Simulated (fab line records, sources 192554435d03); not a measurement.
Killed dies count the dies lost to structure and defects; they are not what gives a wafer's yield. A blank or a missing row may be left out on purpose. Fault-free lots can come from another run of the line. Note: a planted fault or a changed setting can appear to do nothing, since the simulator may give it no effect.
Chamber matching || flow n5Finfet || 4 sister chambers for N5_BEOL_M2_STRIP_97 on rieDiel-01
The step strips in N2/H2, time 10 s. 18 wafers are shown with their chamber, then 9 later ones without.

EACH WAFER AND ITS CHAMBER
{"wafer": "L145.1", "chamber": 0, "drypumpMotorCurrentA (A)": 5.5, "showerheadPlenumPTorr (Torr)": 2.49, "throttleValvePct (%)": 24.3}
{"wafer": "L145.3", "chamber": 2, "drypumpMotorCurrentA (A)": 5.9, "showerheadPlenumPTorr (Torr)": 2.64, "throttleValvePct (%)": 24.1}
{"wafer": "L145.5", "chamber": 2, "drypumpMotorCurrentA (A)": 5.9, "showerheadPlenumPTorr (Torr)": 2.64, "throttleValvePct (%)": 24.1}
{"wafer": "L146.1", "chamber": 0, "drypumpMotorCurrentA (A)": 5.5, "showerheadPlenumPTorr (Torr)": 2.49, "throttleValvePct (%)": 24.3}
{"wafer": "L146.5", "chamber": 3, "drypumpMotorCurrentA (A)": 6.1, "showerheadPlenumPTorr (Torr)": 2.49, "throttleValvePct (%)": 23.1}
{"wafer": "L146.6", "chamber": 2, "drypumpMotorCurrentA (A)": 5.9, "showerheadPlenumPTorr (Torr)": 2.64, "throttleValvePct (%)": 24.1}
{"wafer": "L152.1", "chamber": 1, "drypumpMotorCurrentA (A)": 5.5, "showerheadPlenumPTorr (Torr)": 2.55, "throttleValvePct (%)": 23.2}
{"wafer": "L152.2", "chamber": 2, "drypumpMotorCurrentA (A)": 5.8, "showerheadPlenumPTorr (Torr)": 2.64, "throttleValvePct (%)": 24.1}
{"wafer": "L152.5", "chamber": 1, "drypumpMotorCurrentA (A)": 5.5, "showerheadPlenumPTorr (Torr)": 2.55, "throttleValvePct (%)": 23.2}
{"wafer": "L154.2", "chamber": 1, "drypumpMotorCurrentA (A)": 5.5, "showerheadPlenumPTorr (Torr)": 2.55, "throttleValvePct (%)": 23.3}
{"wafer": "L154.5", "chamber": 0, "drypumpMotorCurrentA (A)": 5.5, "showerheadPlenumPTorr (Torr)": 2.48, "throttleValvePct (%)": 24.3}
{"wafer": "L154.6", "chamber": 3, "drypumpMotorCurrentA (A)": 6.1, "showerheadPlenumPTorr (Torr)": 2.49, "throttleValvePct (%)": 23.1}
{"wafer": "L159.1", "chamber": 2, "drypumpMotorCurrentA (A)": 5.9, "showerheadPlenumPTorr (Torr)": 2.63, "throttleValvePct (%)": 24.2}
{"wafer": "L159.4", "chamber": 0, "drypumpMotorCurrentA (A)": 5.5, "showerheadPlenumPTorr (Torr)": 2.48, "throttleValvePct (%)": 24.3}
{"wafer": "L159.5", "chamber": 0, "drypumpMotorCurrentA (A)": 5.5, "showerheadPlenumPTorr (Torr)": 2.48, "throttleValvePct (%)": 24.3}
{"wafer": "L158.1", "chamber": 2, "drypumpMotorCurrentA (A)": 5.9, "showerheadPlenumPTorr (Torr)": 2.63, "throttleValvePct (%)": 24.2}
{"wafer": "L158.4", "chamber": 1, "drypumpMotorCurrentA (A)": 5.5, "showerheadPlenumPTorr (Torr)": 2.55, "throttleValvePct (%)": 23.3}
{"wafer": "L158.6", "chamber": 2, "drypumpMotorCurrentA (A)": 5.9, "showerheadPlenumPTorr (Torr)": 2.63, "throttleValvePct (%)": 24.2}

SIGNATURES (averages over the wafers above)
{"reading": "drypumpMotorCurrentA", "chamber 0": 5.500, "chamber 1": 5.500, "chamber 2": 5.886, "chamber 3": 6.100, "scatter within a chamber": 0.0247}
{"reading": "showerheadPlenumPTorr", "chamber 0": 2.4840, "chamber 1": 2.5500, "chamber 2": 2.6357, "chamber 3": 2.4900, "scatter within a chamber": 0.00456}
{"reading": "throttleValvePct", "chamber 0": 24.300, "chamber 1": 23.250, "chamber 2": 24.143, "chamber 3": 23.100, "scatter within a chamber": 0.044}
Rule: a wafer lies at a distance from a chamber equal to the root of the sum of squares, over the readings, of (its reading less the chamber's mean, divided by the reading's scatter). If the next closest chamber is less than 2 further off than the closest, the wafer can't be placed; otherwise it belongs to the closest. The scatter: the root of (the sum of the squares of (reading less its chamber's mean) over the shown wafers, divided by (wafers less chambers)).

WAFERS WHOSE CHAMBER IS MISSING
{"wafer": "L160.1", "drypumpMotorCurrentA (A)": 5.5, "showerheadPlenumPTorr (Torr)": 2.48, "throttleValvePct (%)": 24.3}
{"wafer": "L160.4", "drypumpMotorCurrentA (A)": 5.8, "showerheadPlenumPTorr (Torr)": 2.63, "throttleValvePct (%)": 24.2}
{"wafer": "L160.5", "drypumpMotorCurrentA (A)": 5.5, "showerheadPlenumPTorr (Torr)": 2.48, "throttleValvePct (%)": 24.3}
{"wafer": "L161.1", "drypumpMotorCurrentA (A)": 5.5, "showerheadPlenumPTorr (Torr)": 2.54, "throttleValvePct (%)": 23.3}
{"wafer": "L161.4", "drypumpMotorCurrentA (A)": 5.9, "showerheadPlenumPTorr (Torr)": 2.63, "throttleValvePct (%)": 24.2}
{"wafer": "L161.5", "drypumpMotorCurrentA (A)": 5.4, "showerheadPlenumPTorr (Torr)": 2.48, "throttleValvePct (%)": 24.3}
{"wafer": "L165.1", "drypumpMotorCurrentA (A)": 5.5, "showerheadPlenumPTorr (Torr)": 2.47, "throttleValvePct (%)": 24.3}
{"wafer": "L165.3", "drypumpMotorCurrentA (A)": 5.9, "showerheadPlenumPTorr (Torr)": 2.63, "throttleValvePct (%)": 24.2}
{"wafer": "L165.5", "drypumpMotorCurrentA (A)": 5.5, "showerheadPlenumPTorr (Torr)": 2.47, "throttleValvePct (%)": 24.3}

WHICH CHAMBER EACH WENT THROUGH
{"wafer": "L160.1", "from the rows above": 0, "in truth": 0}
{"wafer": "L160.4", "from the rows above": 2, "in truth": 2}
{"wafer": "L160.5", "from the rows above": 0, "in truth": 0}
{"wafer": "L161.1", "from the rows above": 1, "in truth": 1}
{"wafer": "L161.4", "from the rows above": 2, "in truth": 2}
{"wafer": "L161.5", "from the rows above": 0, "in truth": 0}
{"wafer": "L165.1", "from the rows above": 0, "in truth": 0}
{"wafer": "L165.3", "from the rows above": 2, "in truth": 2}
{"wafer": "L165.5", "from the rows above": 0, "in truth": 0}
9 of 9 placed correctly. Not placeable from these rows: 0. Number placed wrongly: 0.
